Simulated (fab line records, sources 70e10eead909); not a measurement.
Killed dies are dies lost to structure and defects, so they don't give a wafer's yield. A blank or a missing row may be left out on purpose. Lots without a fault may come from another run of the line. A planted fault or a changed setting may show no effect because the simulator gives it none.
Which tool did it? | flow nand_harc | 20 lots, 60 wafers sampled, at 1 step of a route of 1302

WHAT THE GAUGES READ, wafer by wafer
NHARC_A_SOURCE_PLATE_INSPECT_08.
lot  | measured     | on                | raw_defect_count
L075 | day 6 21:47  | defect_inspect-02 | 108 95 54
L074 | day 6 21:47  | defect_inspect-01 | 45 36 59
L076 | day 7 15:14  | defect_inspect-01 | 47 44 52
L077 | day 7 15:14  | defect_inspect-02 | 37 60 73
L078 | day 8 05:45  | defect_inspect-01 | 101 27 56
L079 | day 9 01:24  | defect_inspect-02 | 48 31 67
L080 | day 9 06:17  | defect_inspect-02 | 46 42 49
L081 | day 10 00:33 | defect_inspect-01 | 44 82 33
L082 | day 10 00:33 | defect_inspect-02 | 41 49 49
L083 | day 10 15:11 | defect_inspect-02 | 105 82 100
L084 | day 10 15:11 | defect_inspect-01 | 81 57 116
L085 | day 11 08:32 | defect_inspect-02 | 28 51 43
L087 | day 11 23:37 | defect_inspect-02 | 132 93 119
L088 | day 12 17:15 | defect_inspect-02 | 51 76 171
L090 | day 13 12:02 | defect_inspect-01 | 92 69 55
L092 | day 14 11:25 | defect_inspect-02 | 41 33 47
L094 | day 15 03:46 | defect_inspect-01 | 57 96 50
L095 | day 15 09:22 | defect_inspect-01 | 75 96 51
L096 | day 15 21:23 | defect_inspect-02 | 58 80 49
L097 | day 16 02:36 | defect_inspect-02 | 32 65 42

WHICH TOOL RAN EACH LOT (tool, then ch and the chambers of the sampled wafers, then the start)
The record holds no process step before these readings.

WHAT THE TOOLS THEMSELVES READ (means of the sampled wafers that have a number; where no wafer has one, the mark that the record gives instead)
The record holds no such reading with a usual standard deviation.

THE ANSWER, worked out from the rows above alone
Rule: what is usual is taken from the lots themselves. Put in order of their means at a reading, lots are off if they are a third of the lots or fewer, leave a main group of 4 or more, and stand apart from it by a gap of 3 or more times the standard deviation of the main group's means; of several such gaps the widest counts. A main group whose means are all the same, to the digits that the tables above print for the reading, isn't used. A lot without any number at a reading at which 4 lots or more have one is off too. The other lots that the step has rows for count as sound. The gauges are gone through in route order, then the tools' own readings, and for those a lot's mean is taken as printed above. The first step at which some lot is off is used, and at that step the reading that is off furthest; a lot without a number counts as furthest.
No lot is off at any reading shown: from this, nothing can be told.

WHAT THE SIMULATOR HAD PUT IN
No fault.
